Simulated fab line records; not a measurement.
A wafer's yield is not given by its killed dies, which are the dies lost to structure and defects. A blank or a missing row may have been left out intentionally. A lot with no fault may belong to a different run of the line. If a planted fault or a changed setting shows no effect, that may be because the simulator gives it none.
fab line records ; flow n5-finfet
record: lots: 6; wafers: 14; last-day: 17
route steps=1938 shown BEOL_M0@722 BEOL_M1@751 PASSIVATION@1936
lots with no fault: from the same line, run without faults
start-h: the number of hours between the record's first day and the start of the first shown wafer of the lot ; wait-h: hours since the lot's step before ; " as in the row above ; L1.1+2: several wafers, shown together as one row ; - value missing, or start not given ; * or withheld: withheld ; < > ~ a bound
route shown NAME@n: a module of which the file shows steps, and the number in the route of the first ; usual: the fault-free wafers' mean and standard deviation ; same: alike in all rows ; chamber/n: place in a boat ; sites: readings site by site ; _std_site: standard deviation across them ; _edge_site: mean of outer sites minus mean of inner sites ; radius-mm: how far each site lies from the wafer's centre ; mask NAME#n: copy n ; behind: the tool/chamber that last shaped the wafer ; hold: the reason the lot was held/the length of the hold in hours/how it ended ; device: the n, p or np transistor that did not switch ; end of line: the tests these same wafers got at the end of their route ; where a step has no rows: the recipe by itself ; killed: not the wafer's yield, but the dies lost to structure and defects at the first sort ; map: the dies of a wafer, with x for killed, . for not killed, _ for no die there
set.NAME: the setting that was run; set.NAME@STEP: the one run at that earlier step ; model.NAME: the simulator's own value behind a step, which no gauge read
lots at some steps of the route; a table a step, a row a wafer
services: when a tool's chamber went out of use (start-h, in hours from the record's first day, below 0 if earlier), for how many hours, and the reason
== steps ==
step: N5_BEOL_M0_STRIP_142
recipe: chemistry: N2/H2; time-s: 10; power-w: 450; temp-c: 40; pressure-mtorr: 20; rf-frequency-hz: 6e+07; bias-power-w: 7; n2-flow-sccm: 200; h2-flow-sccm: 200
step: N5_BEOL_M0_OCD_MEAS_108
usual: trench-depth-nm: 32.8/0.69
lot.wafer;tool;chamber;start-h;wait-h;trench-depth-nm
L425.1;ocd-02;-;144.72;0.1;32.5
L425.2;ocd-02;-;144.72;0.1;31.7
L425.3;ocd-02;-;144.72;0.1;33.0
L426.1;ocd-02;-;149.25;0.1;31.7
L426.2;ocd-02;-;149.25;0.1;31.4
L426.5;ocd-02;-;149.25;0.1;32.8
L428.3;ocd-01;-;162.01;0.1;33.0
L428.5;ocd-01;-;162.01;0.1;32.5
L428.6;ocd-01;-;162.01;0.1;31.9
L429.1;ocd-02;-;170.95;0.1;32.4
L429.4;ocd-02;-;170.95;0.1;32.6
L429.6;ocd-02;-;170.95;0.1;32.3
L435.2;ocd-01;-;210.82;0.1;33.7
L438.4;ocd-01;-;221.87;0.1;33.0
step: N5_BEOL_M0_HM_STRIP_129
recipe: chemistry: peroxide-tin-strip; material: TiN; target-depth-a: 170; temp-c: 50; time-s: 108
step: N5_BEOL_M0_SRD_130
recipe: time-s: 30; temp-c: 23; rinse-liquid: diw; dry: ipa-marangoni
step: N5_BEOL_M0_ETCH_109
recipe: chemistry: CH3F/O2; target-depth-a: 80; overetch-a: 24; target: SiCN; time-s: 27.4; ion-energy-ev: 120; pressure-mtorr: 30; source-w: 395; bias-w: 75; Ar_flow_sccm: 150; CH3F_flow_sccm: 30; O2_flow_sccm: 20
usual: drypump-motor-current-A: 5.8/0.39; oes-product-au: 0.68/0.07; rf-vpp-V: 297.2/1.8; showerhead-plenum-p-Torr: 2.00/0.089; throttle-valve-pct: 16.43/0.21
lot.wafer;tool;chamber;start-h;wait-h;drypump-motor-current-A;oes-product-au;rf-hours-counter-h;rf-vpp-V;showerhead-plenum-p-Torr;throttle-valve-pct
L425.1;rie-diel-03;0;144.83;0.0;5.7;0.65;149;293.3;1.83;16.45
L425.2;rie-diel-03;2;144.83;0.0;5.6;0.63;163;297.9;2.02;16.40
L425.3;rie-diel-03;1;144.83;0.0;5.8;0.58;240;299.1;2.05;16.39
L426.1;rie-diel-03;3;149.45;0.1;5.5;0.61;228;297.0;2.07;16.52
L426.2;rie-diel-03;0;149.45;0.1;5.7;0.64;152;293.3;1.83;16.43
L426.5;rie-diel-03;2;149.45;0.1;5.6;0.65;-;297.1;2.02;16.42
L428.3;rie-diel-03;2;162.12;0.0;5.6;0.63;170;297.8;2.02;16.41
L428.5;rie-diel-03;3;162.12;0.0;5.5;0.60;-;297.4;2.06;16.51
L428.6;rie-diel-03;2;162.12;0.0;5.6;0.63;-;297.7;2.02;16.43
L429.1;rie-diel-05;1;171.06;0.0;5.5;0.75;45;297.8;2.03;16.41
L429.4;rie-diel-05;2;171.06;0.0;5.8;0.65;154;294.5;1.84;16.62
L429.6;rie-diel-05;0;171.06;0.0;5.4;0.61;-;296.3;1.96;16.61
L435.2;rie-diel-04;1;210.93;0.0;6.0;0.75;18;296.5;1.95;16.01
L438.4;rie-diel-05;1;222.01;0.1;5.5;0.74;-;298.5;2.03;16.45
step: N5_BEOL_M0_STRIP_139
recipe: chemistry: post-etch-residue-remover; time-s: 60; temp-c: 25; remover-ph: withheld; remover-water-wt-pct: withheld; remover-fluoride-wt-pct: withheld
step: N5_BEOL_M0_SRD_111
recipe: time-s: 30; temp-c: 23; rinse-liquid: diw; dry: ipa-marangoni
step: N5_BEOL_M0_DEGAS_112
recipe: ambient: vacuum; temp-c: 250; time-s: 60
step: N5_BEOL_M0_PRE_CLEAN_113
recipe: gas: H2/He; time-s: 30; temp-c: 250
step: N5_BEOL_M0_ALD_136
recipe: material: TaN; target-thk-a: *; temp-c: 275; ald-precursor-family: PDMAT; ald-co-reactant: NH3; pressure-torr: 3; carrier-flow-sccm: 1500; pulse-time-s: 2; purge-time-s: 3; co-reactant-purge-time-s: 2; co-reactant-pulse-time-s: 3; ald-cycles: 30; precursor-vessel-temp-c: 75; precursor-vessel-pressure-torr: 26.25; precursor-vessel-carrier-sccm: 1000
step: N5_BEOL_M0_SURFACE_TREAT_137
recipe: gas: Ar; time-s: *; ion-energy-ev: *; ion-current-ma-cm2: 0.5; pressure-mtorr: *; ar-flow-sccm: 30
step: N5_BEOL_M0_CVD_115
recipe: material: Co; target-thk-a: *; temp-c: withheld; precursor: CCTBA/H2; pressure-torr: 30; time-s: 120
step: N5_BEOL_M0_SPUTTER_116
recipe: material: Cu; target-thk-a: 40; temp-c: -20; chamber-pressure-pa: 0.07; power-w: withheld; time-s: 7.37
usual: chuck-gas-flow-sccm: 1.27/0.053; throttle-valve-pct: 30.2/1.2
lot.wafer;tool;chamber;start-h;wait-h;chuck-gas-flow-sccm;throttle-valve-pct
L425.1;pvd-sputter-02;-;146.18;0.1;1.34;29.5
L425.2;pvd-sputter-02;-;146.18;0.1;1.18;30.3
L425.3;pvd-sputter-02;-;146.18;0.1;1.30;28.7
L426.1;pvd-sputter-01;-;150.51;0.1;1.32;31.1
L426.2;pvd-sputter-01;-;150.51;0.1;1.25;31.0
L426.5;pvd-sputter-01;-;150.51;0.1;1.30;32.0
L428.3;pvd-sputter-03;-;164.14;0.1;1.28;29.9
L428.5;pvd-sputter-03;-;164.14;0.1;1.26;28.0
L428.6;pvd-sputter-03;-;164.14;0.1;1.32;30.2
L429.1;pvd-sputter-01;-;173.86;1.7;1.29;31.8
L429.4;pvd-sputter-01;-;173.86;1.7;1.31;30.7
L429.6;pvd-sputter-01;-;173.86;1.7;1.15;31.1
L435.2;pvd-sputter-03;-;213.53;0.1;1.27;31.0
L438.4;pvd-sputter-03;-;223.57;0.0;1.33;31.2
step: N5_BEOL_M0_ANNEAL_117
recipe: temp-c: 400; time-s: 60; ambient: vacuum
step: N5_BEOL_M0_SPUTTER_132
recipe: material: Cu; target-thk-a: 40; temp-c: -20; chamber-pressure-pa: 0.07; power-w: withheld; time-s: 7.37
step: N5_BEOL_M0_ANNEAL_133
recipe: temp-c: 400; time-s: 60; ambient: vacuum
usual: heater-power-w: 807/84
lot.wafer;tool;chamber;start-h;wait-h;heater-power-w
L425.1;pvd-sputter-02;-;146.38;0.0;728
L425.2;pvd-sputter-02;-;146.38;0.0;809
L425.3;pvd-sputter-02;-;146.38;0.0;849
L426.1;pvd-sputter-01;-;150.71;0.0;714
L426.2;pvd-sputter-01;-;150.71;0.0;806
L426.5;pvd-sputter-01;-;150.71;0.0;947
L428.3;pvd-sputter-03;-;164.34;0.0;741
L428.5;pvd-sputter-03;-;164.34;0.0;897
L428.6;pvd-sputter-03;-;164.34;0.0;733
L429.1;pvd-sputter-01;-;174.06;0.0;934
L429.4;pvd-sputter-01;-;174.06;0.0;727
L429.6;pvd-sputter-01;-;174.06;0.0;885
L435.2;pvd-sputter-03;-;213.73;0.0;692
L438.4;pvd-sputter-03;-;223.77;0.0;675
step: N5_BEOL_M0_SPUTTER_134
recipe: material: Cu; target-thk-a: 40; temp-c: -20; chamber-pressure-pa: 0.07; power-w: withheld; time-s: 7.37
step: N5_BEOL_M0_ANNEAL_135
recipe: temp-c: 400; time-s: 60; ambient: vacuum
step: N5_BEOL_M0_SPUTTER_141
recipe: material: Cu; target-thk-a: 40; temp-c: -20; chamber-pressure-pa: 0.07; power-w: withheld; time-s: 7.37
usual: chuck-gas-flow-sccm: 1.25/0.053; throttle-valve-pct: 30.2/1.2
lot.wafer;tool;chamber;start-h;wait-h;chuck-gas-flow-sccm;throttle-valve-pct
L425.1;pvd-sputter-02;-;146.54;0.0;1.33;29.4
L425.2;pvd-sputter-02;-;146.54;0.0;1.27;30.1
L425.3;pvd-sputter-02;-;146.54;0.0;1.21;28.6
L426.1;pvd-sputter-01;-;150.87;0.0;1.21;30.7
L426.2;pvd-sputter-01;-;150.87;0.0;1.17;30.8
L426.5;pvd-sputter-01;-;150.87;0.0;1.23;32.0
L428.3;pvd-sputter-03;-;164.50;0.0;1.25;30.4
L428.5;pvd-sputter-03;-;164.50;0.0;1.31;28.0
L428.6;pvd-sputter-03;-;164.50;0.0;1.25;30.3
L429.1;pvd-sputter-01;-;174.22;0.0;1.19;31.9
L429.4;pvd-sputter-01;-;174.22;0.0;1.23;30.6
L429.6;pvd-sputter-01;-;174.22;0.0;1.21;31.2
L435.2;pvd-sputter-03;-;213.89;0.0;1.18;31.0
L438.4;pvd-sputter-03;-;223.93;0.0;1.18;31.0
step: N5_BEOL_M0_ECD_118
recipe: material: Cu; target-thk-a: 3000
step: N5_BEOL_M0_ANNEAL_119
recipe: temp-c: 225; time-s: 90; ambient: N2
step: N5_BEOL_M0_CMP_120
recipe: stop-on: SiOC; t-overpolish-s: 6.9; down-force-psi: 1; platen-rpm: 50; clearing-platen-down-force-psi: 1.5; clearing-platen-rpm: 50; post-cmp-clean: cu-alkaline; clearing-platen-pad-velocity-m-s: 0.99484; pad-velocity-m-s: 0.99484
step: N5_BEOL_M0_PRE_CLEAN_131
recipe: gas: NH3/H2; time-s: 15; temp-c: *; rf-power-w: 300
usual: heater-power-outer-w: 18/9.5; heater-power-w: 81/15
lot.wafer;tool;chamber;start-h;wait-h;heater-power-outer-w;heater-power-w
L425.1;cvd-co-02;0;147.70;0.0;17;69
L425.2;cvd-co-02;2;147.70;0.0;20;80
L425.3;cvd-co-02;2;147.70;0.0;20;81
L426.1;cvd-co-02;2;151.71;0.0;21;78
L426.2;cvd-co-02;0;151.71;0.0;16;71
L426.5;cvd-co-02;2;151.71;0.0;20;79
L428.3;cvd-co-02;0;165.35;0.1;17;69
L428.5;cvd-co-02;0;165.35;0.1;17;71
L428.6;cvd-co-02;2;165.35;0.1;20;79
L429.1;cvd-co-01;0;175.20;0.0;11;76
L429.4;cvd-co-01;2;175.20;0.0;5;69
L429.6;cvd-co-01;1;175.20;0.0;36;112
L435.2;cvd-co-01;0;214.72;0.0;11;77
L438.4;cvd-co-02;2;224.77;0.1;21;79
step: N5_BEOL_M0_CO_CAP_123
recipe: material: Co; target-thk-a: 20; temp-c: 200; precursor: CCTBA/H2; pressure-torr: 30; time-s: 102.1
step: N5_BEOL_M0_PRE_CLEAN_124
recipe: gas: NH3; time-s: 15; temp-c: withheld; rf-power-w: 300
step: N5_BEOL_M0_DEP_125
recipe: material: SiCN; target-thk-a: 80; temp-c: withheld; precursor: 3MS/NH3; pressure-torr: 3; rf-w: 202; time-s: 14
step: N5_BEOL_M0_RS_MEAS_126
recipe: thk-meas-gauge: four-point-probe; reads: Co_of_BEOL_M0_CO_CAP_123+Cu_of_BEOL_M0_ECD_118+Co_of_BEOL_M0_CVD_115+TaN_of_BEOL_M0_ALD_136
usual: M0_RS: 0.534/0.017
lot.wafer;tool;chamber;start-h;wait-h;M0_RS[ohm/sq]
L425.1;film-metro-02;-;147.98;0.0;0.567
L425.2;film-metro-02;-;147.98;0.0;0.566
L425.3;film-metro-02;-;147.98;0.0;0.560
L426.1;film-metro-02;-;152.00;0.1;0.547
L426.2;film-metro-02;-;152.00;0.1;0.523
L426.5;film-metro-02;-;152.00;0.1;0.512
L428.3;film-metro-01;-;165.61;0.1;0.518
L428.5;film-metro-01;-;165.61;0.1;0.529
L428.6;film-metro-01;-;165.61;0.1;0.524
L429.1;film-metro-01;-;175.43;0.0;0.528
L429.4;film-metro-01;-;175.43;0.0;0.520
L429.6;film-metro-01;-;175.43;0.0;0.526
L435.2;film-metro-02;-;214.94;0.1;0.548
L438.4;film-metro-02;-;225.01;0.1;0.489
step: N5_BEOL_M1_ILD_DEP_00
recipe: material: SiOC; target-thk-a: 790; temp-c: 350; precursor: DEMS/O2; pressure-torr: 5; rf-w: 500; time-s: 15.3
step: N5_BEOL_M1_THK_MEAS_01
recipe: reads: SiOC_of_BEOL_M1_ILD_DEP_00
usual: M1_ILD_THK: 78.7/1
lot.wafer;tool;chamber;start-h;wait-h;M1_ILD_THK[nm]
L425.1;film-metro-01;-;148.11;0.0;77.0
L425.2;film-metro-01;-;148.11;0.0;77.0
L425.3;film-metro-01;-;148.11;0.0;78.0
L426.1;film-metro-02;-;152.13;0.0;78.7
L426.2;film-metro-02;-;152.13;0.0;79.7
L426.5;film-metro-02;-;152.13;0.0;79.6
L428.3;film-metro-01;-;165.74;0.1;78.1
L428.5;film-metro-01;-;165.74;0.1;79.6
L428.6;film-metro-01;-;165.74;0.1;78.5
L429.1;film-metro-02;-;175.56;0.0;78.7
L429.4;film-metro-02;-;175.56;0.0;80.7
L429.6;film-metro-02;-;175.56;0.0;79.4
L435.2;film-metro-02;-;215.07;0.1;78.0
L438.4;film-metro-02;-;225.16;0.1;80.3
step: N5_BEOL_M1_PECVD_72
recipe: material: SiO2; target-thk-a: 160; temp-c: 400; precursor: TEOS/O2; pressure-torr: 5.5; rf-w: 450; teos-flow-sccm: 53.8; gas: O2; flow-sccm: 3000; time-s: 18
step: N5_BEOL_M1_HM_DEP_02
recipe: material: TiN; target-thk-a: 200; temp-c: 25; chamber-pressure-pa: 0.49996
usual: throttle-valve-pct: 30.3/1.2
lot.wafer;tool;chamber;start-h;wait-h;throttle-valve-pct
L425.1;pvd-sputter-02;-;149.32;1.2;31.1
L425.2;pvd-sputter-02;-;149.32;1.2;29.9
L425.3;pvd-sputter-02;-;149.32;1.2;29.4
L426.1;pvd-sputter-01;-;152.23;0.0;31.2
L426.2;pvd-sputter-01;-;152.23;0.0;30.6
L426.5;pvd-sputter-01;-;152.23;0.0;30.7
L428.3;pvd-sputter-02;-;166.90;1.1;30.4
L428.5;pvd-sputter-02;-;166.90;1.1;30.9
L428.6;pvd-sputter-02;-;166.90;1.1;28.6
L429.1;pvd-sputter-01;-;177.48;1.9;32.1
L429.4;pvd-sputter-01;-;177.48;1.9;31.4
L429.6;pvd-sputter-01;-;177.48;1.9;30.5
L435.2;pvd-sputter-03;-;216.43;1.3;27.9
L438.4;pvd-sputter-03;-;225.89;0.7;27.9
step: N5_BEOL_M1_COAT_61
recipe: resist: SOC; temp-c: 250; time-s: 60; spin-rpm: 1500; resist-thk-nm: 60
step: N5_BEOL_M1_COAT_62
recipe: resist: SiARC; temp-c: 220; time-s: 60; spin-rpm: 1500; resist-thk-nm: 12
step: N5_BEOL_M1_COAT_73
recipe: resist: underlayer; temp-c: 205; time-s: 60; spin-rpm: 1500; resist-thk-nm: 5
step: N5_BEOL_M1_COAT_05
recipe: resist: CAR-EUV; spin-rpm: 1500; resist-thk-nm: 30
step: N5_BEOL_M1_EBR_07
recipe: solvent: PGMEA; ebr-width-mm: 1.5
step: N5_BEOL_M1_SOFTBAKE_06
recipe: temp-c: 110; time-s: 60; resist: CAR-EUV
step: N5_BEOL_M1_EXPOSE_08
recipe: mask-id: M1; na: 0.33; source-shape: dipole; sigma-inner: 0.369; sigma-outer: 0.767; polarization: unpolarized; dose-mj: 33
step: N5_BEOL_M1_PEB_09
recipe: peb-temp-c: 100; peb-time-s: 60; resist: CAR-EUV
step: N5_BEOL_M1_DEVELOP_10
recipe: develop-time-s: 30; developer: TMAH; resist: CAR-EUV; rinse-liquid: surfactant-rinse; dry: air-spin; dev-temp-c: 23
step: N5_PASSIVATION_PROBE_49
usual: defect-limited-yield: 91.0/1.4; killed_at_M0_to_M3: 36/10; killed_at_M4_up: 15/5; killed-at-contacts: 12/6.1; killed-at-front-end: 40/13; killed-at-other: 3.8/2.9; killed-dies: 106/16; killed-open: 68/12; killed-short: 35/8.2; sort_bin_5_function: 5.2/0.9; sort_bin_6_memory: 3.4/0.71; sort_bin_8_speed: 0.0/0.46; sort-n-pass: 1073/17; sort-yield-pct: 91.0/1.5
same: gross-dies: 1180; killed-at-back-side: 0; sort_bin_4_leakage[%]: 0
lot.wafer;tool;chamber;start-h;wait-h;defect-limited-yield[%];killed_at_M0_to_M3;killed_at_M4_up;killed-at-contacts;killed-at-front-end;killed-at-other;killed-dies;killed-open;killed-short;sort_bin_5_function[%];sort_bin_6_memory[%];sort_bin_8_speed[%];sort-n-pass;sort-yield-pct[%]
L425.1;prober-02;-;336.31;0.0;91.5;35;6;13;44;2;100;61;35;5.4;2.7;0;1080;91.5
L425.2;prober-02;-;336.36;0.1;90.8;43;13;18;29;5;108;70;37;5.8;3.2;0;1072;90.8
L425.3;prober-02;-;336.41;0.1;89.6;51;11;15;38;8;123;82;40;6.3;3.8;0;1057;89.6
L428.3;prober-01;-;355.64;0.1;91.9;38;12;10;35;0;95;64;30;5.5;2.2;0;1085;91.9
L429.6;prober-01;-;377.44;0.7;92.7;23;15;24;21;3;86;57;29;4.8;2.5;0;1094;92.7
L435.2;prober-02;-;395.79;0.1;80.1;178;14;8;33;2;235;62;31;12.2;4.7;0;945;80.1
L438.4;prober-01;-;413.02;0.2;77.4;193;13;11;47;3;267;82;40;15.5;4.3;0;913;77.4
killed by level:class
L425.1 FIN_SAQP:geometric-particle:open=19 BEOL_M0_SAQP:geometric-particle:short=12 MOL_CONTACT_COAG:geometric-particle:open=11 BEOL_M0_SAQP:geometric-particle:open=10 FIN_SAQP:geometric-particle:short=8 STARTING-WAFER:geometric-particle:open=5 BEOL_M3:geometric-particle:open=4 BEOL_M2:geometric-particle:short=3
L425.2 MOL_CONTACT_COAG:geometric-particle:open=17 BEOL_M0_SAQP:geometric-particle:short=15 BEOL_M0_SAQP:geometric-particle:open=9 FIN_SAQP:geometric-particle:open=8 BEOL_M2:geometric-particle:open=6 FIN_SAQP:geometric-particle:short=4 STI_FIN_REVEAL:geometric-particle:open=4 BEOL_M2:geometric-particle:short=4
L425.3 STI_FIN_REVEAL:geometric-particle:open=11 MOL_CONTACT_COAG:geometric-particle:open=10 BEOL_M3:geometric-particle:open=10 BEOL_M0_SAQP:geometric-particle:open=9 BEOL_M2:geometric-particle:short=9 FIN_SAQP:geometric-particle:open=7 BEOL_M2:geometric-particle:open=7 BEOL_M0_SAQP:geometric-particle:short=6
L428.3 MOL_CONTACT_COAG:geometric-particle:open=9 BEOL_M2:geometric-particle:open=9 BEOL_M0_SAQP:geometric-particle:short=8 DUMMY_GATE:geometric-particle:open=7 FIN_SAQP:geometric-particle:open=6 BEOL_M0_SAQP:geometric-particle:open=5 BEOL_M1:geometric-particle:open=5 BEOL_M2:geometric-particle:short=5
L429.6 MOL_CONTACT_COAG:geometric-particle:open=18 BEOL_M4:geometric-particle:open=8 MOL_CONTACT_COAG:geometric-particle:short=6 BEOL_M2:geometric-particle:open=6 BEOL_M3:geometric-particle:open=4 STARTING-WAFER:geometric-particle:short=4 FIN_SAQP:geometric-particle:short=3 BEOL_M0_SAQP:geometric-particle:open=3
L435.2 BEOL_M0:unspecified=139 BEOL_M2:geometric-particle:open=10 MOL_CONTACT_COAG:geometric-particle:open=7 ILD0:geometric-particle:short=6 BEOL_M4:geometric-particle:open=6 FIN_SAQP:geometric-particle:open=5 ILD0:geometric-particle:open=5 BEOL_M0_SAQP:geometric-particle:short=5
L438.4 BEOL_M0:unspecified=144 FIN_SAQP:geometric-particle:open=17 BEOL_M0_SAQP:geometric-particle:open=15 BEOL_M0_SAQP:geometric-particle:short=13 FIN_SAQP:geometric-particle:short=12 MOL_CONTACT_COAG:geometric-particle:open=8 BEOL_M2:geometric-particle:open=8 BEOL_M1:geometric-particle:open=6
map L435.2 (x killed, . not)
_________________........x...________________
______________....x............._____________
___________xx.........x..x.x.......__________
__________........x..x.............._________
________.........x...................._______
_______........x...x...................______
______..x..............................._____
_____x.....x............x............xx..____
____.................x...............x....___
___...................x......x..xx.........__
___.x......................................__
__.....x.xx.xxx..x.xx...........x..........._
__..x.....xxx.x.x.x...x.............x......._
_.......xxxxx..x.x................x.......x..
_....xx..xxxxxxxxxx..........x...x...........
_.x...x.xxxxxxxxxx.x..x..xx..................
_....xx.xxxxxxxxxxxx.........................
_....x.xxxxxxxxxxxxxxxxxx....x...............
_......xxxxxxxxxxxxx.......x...x.............
_....xxxxxxxxxxxxxxx........x......x.......xx
_......xxxxxxxxxxxxx.x..............x.x......
__...x..xxxxxxxxxxxx...x...x...........x...._
__.x.xxxx.xxxxxx.x............x.......x....._
___.....xx..x.x.xx.x.....x...xx........x..x__
___.x..x.....x.......x.....................__
____.........x..x.x...............xxx..x..___
_____............x...x..............x....____
______.................................x_____
_______....x..............x............______
________.x.xx.........x...x.....x....._______
__________....x................x...._________
___________...x....................__________
______________.................._____________
_________________............________________
map L438.4 (x killed, . not)
_________________......x....x________________
______________....x.xx..xx......_____________
___________...x.....x......x...x...__________
__________.x.x...............x...x.._________
________................x........x...._______
_______..x....x.xx.........xx...x.x....______
______........x....x....x.x...x........._____
_____..x..................x.......x..x..x____
____...x.....................x...x...x....___
___...x............xx.x..x.......x.........__
___..x........x.....xx.....x.x.............__
__.........x.x.x.x.......x.....xx.x........._
__.........x..xx..............x............._
_..x.xx.xxxxxxx.x..x......x......x...........
_........xxxxxxxx.x...x...........xxx........
_.....x.xxxxxxxxxxx...........x.........x....
_..x.x.xxxxxxxxxxxx.x.................x...xx.
_......xxxxxxxxxxxxx..x.x....................
_...x.xxxxxxxxxxxxxx...x.....................
_.....xxxxxxxxxxxxxxxx....x..x.........x.....
_....xxxxxxxxxxxxxx.x..............x......x..
__...xxxxxxxxxxxxxx.....x..................x_
__....xxx.xxxxxxxxxx.....x..........x......._
___.......xxxxx.xx..................x.....x__
___.........xx.xx....x.....x..xx...........__
____.........x.................x....xx.x..___
_____.......x....................x.x.....____
______.........x..x.......x.......x....._____
_______............xx..xx.....x........______
________..x........x.............x.x.._______
__________................xx........_________
___________.x...x.......x..........__________
______________...............x.._____________
_________________..x..x.....x________________
== services ==
tool;chamber;start-h;hours;kind
rie-diel-05;1;122.72;2.8;repair
rie-diel-04;0;124.38;7.7;repair
cvd-co-02;1;129.48;16.5;repair
rie-diel-03;0;133.02;5.2;repair
cvd-co-02;1;146.08;-;clean
cvd-co-02;1;146.08;22.0;scheduled-down
cvd-co-02;1;146.08;22.0;vent-cycle
pvd-sputter-03;-;148.55;9.3;repair
rie-diel-04;3;151.07;9.0;repair
rie-diel-03;1;170.66;-;clean
rie-diel-03;1;170.66;-;consumable-replace:focus-ring
rie-diel-03;1;170.66;24.9;scheduled-down
rie-diel-03;1;170.66;24.9;vent-cycle
rie-diel-03;2;172.34;8.9;repair
cvd-co-02;0;182.36;12.1;repair
cvd-co-02;1;191.54;13.6;repair
rie-diel-03;3;201.91;-;clean
rie-diel-03;3;201.91;-;consumable-replace:focus-ring
rie-diel-03;3;201.91;19.4;scheduled-down
rie-diel-03;3;201.91;19.4;vent-cycle
rie-diel-05;0;213.65;-;clean
rie-diel-05;0;213.65;-;consumable-replace:focus-ring
rie-diel-05;0;213.65;29.7;scheduled-down
cvd-co-01;-;221.68;4.6;repair
== key ==
first-sign: step: N5_PASSIVATION_PROBE_49; reading: killed_at_M0_to_M3; direction: up; sigmas: 14; usual: 36; struck: 186
effect: step: N5_PASSIVATION_PROBE_49; reading: defect-limited-yield; direction: down; sigmas: 8.9; usual: 91.0; struck: 78.7
more-kills-born-at: N5_BEOL_M0_SPUTTER_116@pvd-sputter-03: 283
met-at N5_BEOL_M0_SPUTTER_116
struck-wafers L435.2,L438.4
also-fits time
earlier-fault: kind: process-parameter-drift; tool: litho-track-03; chamber: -; onset-h: 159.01; steps: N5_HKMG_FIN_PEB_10; channel: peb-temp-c; offset: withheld; shape: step; acts-in: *
fault: kind: chamber-particle-source; tool: pvd-sputter-03; chamber: -; onset-h: 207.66; steps: N5_BEOL_M0_SPUTTER_116; rate-per-visit-cm2: 1.2204; scope: struck-wafers-only
